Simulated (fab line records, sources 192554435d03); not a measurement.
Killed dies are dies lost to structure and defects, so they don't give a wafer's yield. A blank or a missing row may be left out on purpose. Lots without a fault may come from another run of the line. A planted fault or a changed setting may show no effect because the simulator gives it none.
Problem report in the 8D (eight disciplines) form, filled by code | flow n5_finfet | the parts of the form that need people (team, actions taken, sign-off) are left out

1. THE PROBLEM
raw_defect_count at N5_BEOL_M6_INSPECT_30 reads a mean of 1542 on 2 wafers of 2 lots; wafers without a fault read 431 with a standard deviation of 98. That is +11 standard deviations from the usual mean.
The step: inspects for defects (brightfield).
First seen on wafer L434.5, day 13 22:11, on defect_inspect-01. The record holds 30 wafers of 10 lots with a number at this step. Rule for "out", or "out of limits": more than 4 standard deviations from the usual mean. The other wafers with a number count as sound.

2. WHAT IT IS AND WHAT IT IS NOT
question                    | is                | is not
which readings at this step | raw_defect_count  | -
which lots                  | L434, L436        | L420, L421, L422, L424, L425, L438, L440, L443
which wafers of those lots  | L434.5, L436.5    | L434.3, L434.6, L436.1, L436.3
read on which gauges        | defect_inspect-01 | defect_inspect-02
when                        | from day 13 22:11 | up to then (17 sound wafers); but 11 sound wafers of L436, L438, L440, L443 came after

3. SUSPECTS, AND WHAT RULES EACH OUT
Counting: a tool at a process step up to the reading stays a suspect if it ran every lot that is out. Sound lots after the first of them don't rule it out here, since some wafers of a struck lot are sound.
- the gauge at N5_BEOL_M6_INSPECT_30: ruled out. All the wafers that are out were read on defect_inspect-01, but those of them that N5_PASSIVATION_PROBE_49 has rows for are out there too, on other tools.
- rie_diel-02 at N5_BEOL_M6_STRIP_19 (strips in O2): kept. It ran every lot that is out, first L434 (day 13 17:13); its last sound lot up to then is L421 (day 10 03:16).
- Within rie_diel-02 at N5_BEOL_M6_STRIP_19: the wafers that are out ran in chamber 2; their sound lot-mates ran in chambers 1, 3.
Left after counting: rie_diel-02 at N5_BEOL_M6_STRIP_19.

4. THE CAUSE (what the simulator had put in)
Chamber particle source: rie_diel-02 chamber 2, from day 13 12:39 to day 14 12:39, at N5_BEOL_M6_STRIP_19. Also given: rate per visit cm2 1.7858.
Counting left only this tool.

5. THE CHAIN OF EFFECTS, in route order
Each row: a reading whose mean over the struck wafers that have a number lies more than 3 standard deviations from the usual. Only readings for which the record gives a usual standard deviation are gone through. hours: the time from each lot's start at the first step in this table that gives one to its start at this step, as a median over the lots. sigmas: the change in usual standard deviations.
hours | step                    | reading          | usual | on struck wafers | change | sigmas
0     | N5_BEOL_M6_INSPECT_30   | raw_defect_count | 431   | 1542             | +1111  | +11
90    | N5_PASSIVATION_PROBE_49 | killed_at_M4_up  | 13    | 68               | +54    | +10
90    | N5_PASSIVATION_PROBE_49 | killed_on_rim    | 13    | 30               | +18    | +4.2
The process steps in it:
- N5_PASSIVATION_PROBE_49

6. WHAT WOULD HAVE CAUGHT IT SOONER
In this record the first reading out of limits at a measuring or inspecting step was taken at day 13 22:11, 10 hours after the fault began at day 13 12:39.
Of the tool readings at N5_BEOL_M6_STRIP_19 for which the record gives a usual standard deviation, none was out on any struck wafer, so an alarm limit of 4 standard deviations on them would not have fired.
Of the lots that are out (2), L436 began N5_BEOL_M6_STRIP_19 on rie_diel-02 after day 13 22:11. A hold on the tool at that time would have spared it.
